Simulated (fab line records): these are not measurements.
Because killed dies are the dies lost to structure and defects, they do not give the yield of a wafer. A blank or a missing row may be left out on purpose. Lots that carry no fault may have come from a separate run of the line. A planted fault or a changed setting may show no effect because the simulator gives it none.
8D (eight disciplines) problem report, filled in by code + flow nand-harc + the parts of the form that need people (team, actions taken, sign-off) are left out

## 1. PROBLEM STATEMENT
Wafers without a fault read 3.1, standard deviation 2.2; killed-at-periphery at NHARC_END_SORT_01 reads a mean of 72.0 on 2 wafers belonging to 2 lots. Measured from the usual mean, that is +31 standard deviations.
Earliest sighting: wafer L775.1 on prober-02 at day 24 18:03. The record holds 13 wafers of 5 lots with a number at this step. Rule for "out", or "out of limits": more than 4 standard deviations from the usual mean. The other wafers with a number count as sound.

## 2. WHAT IT IS AND WHAT IT IS NOT
| question                    | is                                                                                                                  | is not                                                                   |
|-----------------------------|---------------------------------------------------------------------------------------------------------------------|--------------------------------------------------------------------------|
| which readings at this step | killed-at-periphery, defect-limited-yield, killed-dies, sort_bin_2_pct, sort_bin_3_pct, sort-n-pass, sort-yield-pct | killed-at-other, killed-open, killed-short                               |
| which lots                  | L775, L777                                                                                                          | L764, L765, L768                                                         |
| which wafers of those lots  | L775.1, L777.5                                                                                                      | L775.2, L775.5, L777.1, L777.3                                           |
| read on which gauges        | prober-02                                                                                                           | prober-01                                                                |
| when                        | from day 24 18:03                                                                                                   | up to then (7 sound wafers); but 4 sound wafers of L775, L777 came after |

## 3. THE SUSPECTS, EACH WITH WHAT RULES IT OUT
Counting: any tool at a process step up to the reading remains a suspect provided it ran every lot that is out. Sound lots after the first of them don't rule it out here, since some wafers of a struck lot are sound.
- the gauge at NHARC_END_SORT_01: kept. All the wafers that are out were read on prober-02, and no step on other tools shows them out.
- pvd-sputter-02 at NHARC_P_M1_PVD_20 (deposits TaN, target thk 5 nm, time 8.06 s): kept. Ran every lot that is out, first one L775 (day 10 11:59); last sound lot up to then L768 (day 8 12:41).
- rtp-anneal-01 at NHARC_A_BONDPAD_ANNEAL_28 (time 90 s): kept. Ran every lot that is out, first one L775 (day 23 06:01); last sound lot up to then L764 (day 20 04:26).
After the count, these remain: pvd-sputter-02 at NHARC_P_M1_PVD_20, rtp-anneal-01 at NHARC_A_BONDPAD_ANNEAL_28 and prober-02 at NHARC_END_SORT_01.

## 4. THE CAUSE (what the simulator had put in)
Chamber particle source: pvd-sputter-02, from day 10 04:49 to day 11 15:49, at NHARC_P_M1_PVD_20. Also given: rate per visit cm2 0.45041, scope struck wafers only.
Counting left 3 suspects, and this tool is among them.

## 5. SEQUENCE OF EFFECTS, ordered by route
Each row: a reading whose mean over the struck wafers that have a number lies more than 3 standard deviations from the usual. Only readings for which the record gives a usual standard deviation are gone through. hours: the time from each lot's start at the first step in this table that gives one to its start at this step, as a median over the lots. sigmas: the change in usual standard deviations.
| hours | step              | reading              | usual  | on struck wafers | change | sigmas |
|-------|-------------------|----------------------|--------|------------------|--------|--------|
| 0     | NHARC_END_SORT_01 | defect-limited-yield | 95.4 % | 84.7             | -10.7  | -5.9   |
| 0     | NHARC_END_SORT_01 | killed-at-periphery  | 3.1    | 72.0             | +68.9  | +31    |
| 0     | NHARC_END_SORT_01 | killed-dies          | 31     | 104              | +72    | +6.0   |
| 0     | NHARC_END_SORT_01 | sort_bin_2_pct       | 1.5 %  | 6.3              | +4.8   | +6.6   |
| 0     | NHARC_END_SORT_01 | sort_bin_3_pct       | 0.27 % | 2.29             | +2.02  | +9.2   |
| 0     | NHARC_END_SORT_01 | sort_bin_4_pct       | 2.9 %  | 6.7              | +3.8   | +3.4   |
| 0     | NHARC_END_SORT_01 | sort-n-pass          | 646    | 574              | -72    | -6.0   |
| 0     | NHARC_END_SORT_01 | sort-rim-yield-pct   | 93 %   | 80               | -14    | -3.5   |
| 0     | NHARC_END_SORT_01 | sort-yield-pct       | 95.4 % | 84.7             | -10.7  | -5.9   |

## 6. HOW IT WOULD HAVE BEEN CAUGHT EARLIER
349 hours passed between the start of the fault at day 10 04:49 and the first reading out of limits at a measuring or inspecting step in this record, taken at day 24 18:03.
An alarm limit of 4 standard deviations would not have fired on the tool readings at NHARC_P_M1_PVD_20 for which the record gives a usual standard deviation, since none of them was out on any struck wafer.
The start of NHARC_P_M1_PVD_20 on pvd-sputter-02 came by day 24 18:03 for every one of the lots that are out (2). A hold on the tool at that time would have spared none of them.
